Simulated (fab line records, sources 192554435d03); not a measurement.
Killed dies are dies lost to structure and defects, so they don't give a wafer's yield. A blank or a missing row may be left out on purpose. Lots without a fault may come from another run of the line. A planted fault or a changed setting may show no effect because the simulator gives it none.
Split-lot experiment | flow n5_finfet | 7 lots, 21 wafers read, on a route of 1938 steps

THE SPLIT
At N5_BEOL_M2_COAT_22 (resist thk 30 nm), the setting spin_rpm was moved away from the recipe's 1500 rpm on 9 of the 21 wafers read, by -9.5% to +10.7%. The other wafers ran this setting at the recipe's value.

The reading is taken at the split's own step.

THE READING
CAR-EUV_of_BEOL_M2_COAT_22.thk_nm (the simulator's own value, which no gauge read), in nm, at N5_BEOL_M2_COAT_22 (resist thk 30 nm). The file gives no usual value for it. The 12 wafers here that ran the recipe average 30.0 nm, standard deviation 0.13 nm.

wafer  | tool, chamber at the split | spin_rpm as run, rpm | against the recipe | CAR-EUV_of_BEOL_M2_COAT_22.thk_nm, nm | against lot-mates on the recipe
L077.3 | litho_track-05, 0          | 1500                 | recipe             | 30                                    | -
L077.4 | litho_track-05, 0          | 1639                 | +9.3%              | 28.6                                  | -1.4
L077.6 | litho_track-05, 0          | 1639                 | +9.3%              | 28.6                                  | -1.4
L074.1 | litho_track-04, 0          | 1500                 | recipe             | 30                                    | -
L074.3 | litho_track-04, 0          | 1447                 | -3.5%              | 30.4                                  | +0.4
L074.5 | litho_track-04, 0          | 1447                 | -3.5%              | 30.4                                  | +0.4
L081.4 | litho_track-04, 0          | 1500                 | recipe             | 30                                    | -
L081.5 | litho_track-04, 0          | 1500                 | recipe             | 30                                    | -
L081.6 | litho_track-04, 0          | 1500                 | recipe             | 30                                    | -
L083.2 | litho_track-05, 0          | 1500                 | recipe             | 30.2                                  | -
L083.3 | litho_track-05, 0          | 1544                 | +2.9%              | 29.6                                  | -0.6
L083.6 | litho_track-05, 0          | 1544                 | +2.9%              | 29.6                                  | -0.6
L087.1 | litho_track-05, 0          | 1500                 | recipe             | 30.2                                  | -
L087.3 | litho_track-05, 0          | 1500                 | recipe             | 30.2                                  | -
L087.4 | litho_track-05, 0          | 1660                 | +10.7%             | 28.6                                  | -1.6
L093.2 | litho_track-05, 0          | 1500                 | recipe             | 30                                    | -
L093.4 | litho_track-05, 0          | 1500                 | recipe             | 29.8                                  | -
L093.6 | litho_track-05, 0          | 1500                 | recipe             | 29.8                                  | -
L096.3 | litho_track-05, 0          | 1358                 | -9.5%              | 31.4                                  | +1.4
L096.4 | litho_track-05, 0          | 1358                 | -9.5%              | 31.4                                  | +1.4
L096.6 | litho_track-05, 0          | 1500                 | recipe             | 30                                    | -

THE FIT
A straight line over all 21 wafers: CAR-EUV_of_BEOL_M2_COAT_22.thk_nm changes by -0.143 nm for each +1% of spin_rpm; r = -0.99; the points scatter about the line by 0.12 nm.
The same after taking each lot's own level away (the mean of its wafers on the recipe; 21 wafers): -0.149 nm for each +1%; r = -1.00; scatter 0.07 nm.
On that fit, the largest move of spin_rpm shifts the reading by 1.6 nm.
The lots' own levels span 29.87 to 30.20 nm, that is 2.6 times the standard deviation above.
So the lot-to-lot level changes the slope little: the two slopes agree.
Check: with one of the wafers moved furthest among these (+10.7%) left out of the fit, the line predicts -1.63 nm for it against its lot-mates. It came out at -1.6 nm against them.

OTHER SPLITS ON THESE WAFERS
These wafers also went through other splits before the reading. Each is held against what the fit with the lots' levels taken away leaves over:
other split on the same wafers | wafers away from the commonest value | r with CAR-EUV_of_BEOL_M2_COAT_22.thk_nm (lot level and that fit taken away)
N5_BEOL_M1_ETCH_64 source_w    | 7                                    | -0.19
N5_BEOL_M2_ETCH_64 source_w    | 7                                    | +0.06

THE FILE'S OWN FIT
CAR-EUV_of_BEOL_M2_COAT_22.thk_nm changes by -0.15 nm for each +1% of spin_rpm, r = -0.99.
